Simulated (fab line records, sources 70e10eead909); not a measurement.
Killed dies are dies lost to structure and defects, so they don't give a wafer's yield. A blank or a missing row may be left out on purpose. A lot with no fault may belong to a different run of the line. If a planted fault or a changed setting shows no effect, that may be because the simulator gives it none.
Matching of chambers + flow nand-harc + rie-diel-11 running NHARC_A_STAIRCASE_TRIM_196: 4 sister chambers
The step chemistry O2, time 211.2 s. 14 wafers are shown with their chamber, then 7 later ones without.

WAFERS WITH THEIR CHAMBER
| wafer  | chamber | showerhead-plenum-p-Torr (Torr) | drypump-motor-current-A (A) | oes-product-au (a.u.) |
|--------|---------|---------------------------------|-----------------------------|-----------------------|
| L074.1 | 3       | 3.36                            | 5.7                         | 0.991                 |
| L074.3 | 2       | 3.80                            | 5.5                         | 1.010                 |
| L074.5 | 0       | 3.70                            | 5.5                         | 1.016                 |
| L076.1 | 2       | 3.80                            | 5.5                         | 0.988                 |
| L076.2 | 0       | 3.70                            | 5.4                         | 1.003                 |
| L076.5 | 3       | 3.36                            | 5.8                         | 0.994                 |
| L078.2 | 2       | 3.80                            | 5.5                         | 1.006                 |
| L078.5 | 0       | 3.70                            | 5.5                         | 1.002                 |
| L078.6 | 1       | 3.60                            | 6.4                         | 0.984                 |
| L080.1 | 0       | 3.69                            | 5.4                         | 0.994                 |
| L080.2 | 1       | 3.59                            | 6.4                         | 0.994                 |
| L080.6 | 1       | 3.59                            | 6.4                         | 0.993                 |
| L079.1 | 1       | 3.59                            | 6.4                         | 0.997                 |
| L079.4 | 2       | 3.79                            | 5.5                         | 0.999                 |

SIGNATURES, as means of the wafers listed above
| reading                  | chamber 0 | chamber 1 | chamber 2 | chamber 3 | scatter within a chamber |
|--------------------------|-----------|-----------|-----------|-----------|--------------------------|
| showerhead-plenum-p-Torr | 3.6975    | 3.5925    | 3.7975    | 3.3600    | 0.00474                  |
| drypump-motor-current-A  | 5.450     | 6.400     | 5.500     | 5.750     | 0.0387                   |
| oes-product-au           | 1.00375   | 0.99200   | 1.00075   | 0.99250   | 0.00791                  |
Rule: a wafer's distance from a chamber is the root of the sum, over the readings, of the square of ((its reading less the chamber's mean) divided by the reading's scatter). If the next closest chamber is less than 2 further off than the closest, the wafer can't be placed; otherwise it belongs to the closest. The scatter is the square root of a quotient: the sum, over the shown wafers, of each reading's squared deviation from its chamber's mean, divided by wafers minus chambers.

WAFERS MISSING THEIR CHAMBER
| wafer  | showerhead-plenum-p-Torr (Torr) | drypump-motor-current-A (A) | oes-product-au (a.u.) |
|--------|---------------------------------|-----------------------------|-----------------------|
| L079.6 | 3.59                            | 6.4                         | 1.000                 |
| L081.1 | 3.79                            | 5.5                         | 1.000                 |
| L081.3 | 3.69                            | 5.5                         | 1.007                 |
| L081.6 | 3.59                            | 6.4                         | 1.004                 |
| L090.1 | 3.58                            | 6.4                         | 0.998                 |
| L090.2 | 3.34                            | 5.7                         | 1.010                 |
| L090.4 | 3.78                            | 5.5                         | 1.008                 |

THE CHAMBER EACH PASSED THROUGH
| wafer  | from the rows above | in truth |
|--------|---------------------|----------|
| L079.6 | 1                   | 1        |
| L081.1 | 2                   | 2        |
| L081.3 | 0                   | 0        |
| L081.6 | 1                   | 1        |
| L090.1 | 1                   | 1        |
| L090.2 | 3                   | 3        |
| L090.4 | 2                   | 2        |
7 of 7 placed correctly. From these rows, 0 cannot be placed. Placed wrongly: 0.
